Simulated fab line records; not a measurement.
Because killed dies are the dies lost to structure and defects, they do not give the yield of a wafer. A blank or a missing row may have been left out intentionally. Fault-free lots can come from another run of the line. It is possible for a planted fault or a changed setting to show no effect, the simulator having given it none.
Which tool did it? ; flow nand_harc ; 24 lots with 72 wafers sampled at 2 steps, on a route of 1302 steps

WHAT THE GAUGES SHOWED, per wafer
NHARC_A_M0_CD_MEAS_16. Usual: cd_nm 80.0 nm, standard deviation 1.1.
lot;measured;on;cd_nm (nm);flag
L075;day 23 02:31;cd_sem-01;80.5 79.7 79.7;
L074;day 23 11:10;cd_sem-03;81.2 81.2 81.0;
L076;day 24 00:40;cd_sem-02;81.1 81.8 81.2;
L077;day 24 09:44;cd_sem-02;80.4 81.4 79.2;
L078;day 24 17:13;cd_sem-02;78.5 80.3 79.4;
L080;day 25 06:30;cd_sem-02;78.8 79.2 80.3;
L079;day 25 09:29;cd_sem-01;79.8 79.9 76.5;
L081;day 25 18:27;cd_sem-01;79.8 79.5 79.9;
L082;day 26 10:17;cd_sem-01;79.7 82.5 81.6;
L086;day 27 02:49;cd_sem-03;80.2 80.2 80.5;
L083;day 27 05:23;cd_sem-02;79.2 80.7 80.2;
L084;day 27 16:28;cd_sem-03;79.3 80.1 79.4;
L085;day 27 22:47;cd_sem-03;79.3 78.9 80.5;
L087;day 28 11:08;cd_sem-03;78.3 79.7 79.7;
L089;day 28 17:14;cd_sem-01;82.3 81.8 80.6;
L088;day 29 05:02;cd_sem-02;81.7 79.4 79.2;
L090;day 29 06:58;cd_sem-01;81.5 79.8 79.1;
L092;day 30 00:16;cd_sem-01;80.7 82.2 79.5;
L091;day 30 03:26;cd_sem-03;78.2 80.2 79.3;
L093;day 30 09:37;cd_sem-01;79.1 79.3 80.8;
L094;day 31 01:14;cd_sem-02;80.4 79.1 79.6;
L095;day 31 03:02;cd_sem-03;78.8 80.0 79.8;
L096;day 31 17:10;cd_sem-02;78.9 78.9 78.9;
L097;day 33 01:51;cd_sem-02;80.2 80.8 80.4;

NHARC_A_M1_INSPECT_11. Usual: raw_defect_count 89, standard deviation 38.
lot;measured;on;raw_defect_count;flag
L075;day 23 06:07;defect_inspect-01;114 126 139;
L074;day 23 14:50;defect_inspect-01;26 19 22;
L076;day 24 04:21;defect_inspect-02;115 117 115;
L077;day 24 13:18;defect_inspect-01;66 71 73;
L078;day 24 20:59;defect_inspect-02;68 70 63;
L080;day 25 10:11;defect_inspect-01;75 79 53;
L079;day 25 13:03;defect_inspect-01;128 119 143;
L081;day 25 22:29;defect_inspect-02;165 156 155;
L082;day 26 13:58;defect_inspect-01;25 32 35;
L086;day 27 06:29;defect_inspect-02;45 38 39;
L083;day 27 08:56;defect_inspect-02;135 113 113;
L084;day 27 20:37;defect_inspect-02;74 86 65;
L085;day 28 02:22;defect_inspect-02;120 106 120;
L087;day 28 14:50;defect_inspect-02;100 105 98;
L089;day 28 20:50;defect_inspect-02;77 61 76;
L088;day 29 08:43;defect_inspect-02;104 110 112;
L090;day 29 10:41;defect_inspect-01;139 143 151;
L092;day 30 03:57;defect_inspect-01;128 113 118;
L091;day 30 07:10;defect_inspect-01;59 55 76;
L093;day 30 13:21;defect_inspect-02;74 78 86;
L094;day 31 05:07;defect_inspect-01;63 70 58;
L095;day 31 06:44;defect_inspect-02;91 96 79;
L096;day 31 20:52;defect_inspect-01;139 126 128;
L097;day 33 05:34;defect_inspect-01;19 35 22;

WHICH TOOL RAN EACH LOT (tool, then ch and the chambers of the sampled wafers, then the start)
Before these readings, the record contains no process step.

WHAT THE TOOLS THEMSELVES READ (means of the sampled wafers that have a number; where no wafer has one, the mark that the record gives instead)
The record holds no such reading with a usual standard deviation.

THE ANSWER, worked out from the rows above alone
Rule: a lot counts as off when the mean over its wafers that have a number is more than 3 standard deviations away from the usual mean. A lot without any number at a reading at which 4 lots or more have one is off too. The other lots that the step has rows for count as sound. The gauges are gone through in route order, then the tools' own readings, and for those a lot's mean is taken as printed above. The first step at which some lot is off is used, and at that step the reading that is off furthest; a lot without a number counts as furthest.
Across all readings shown, no lot is off: no conclusion can be drawn from this.

WHAT THE SIMULATOR HAD INSERTED
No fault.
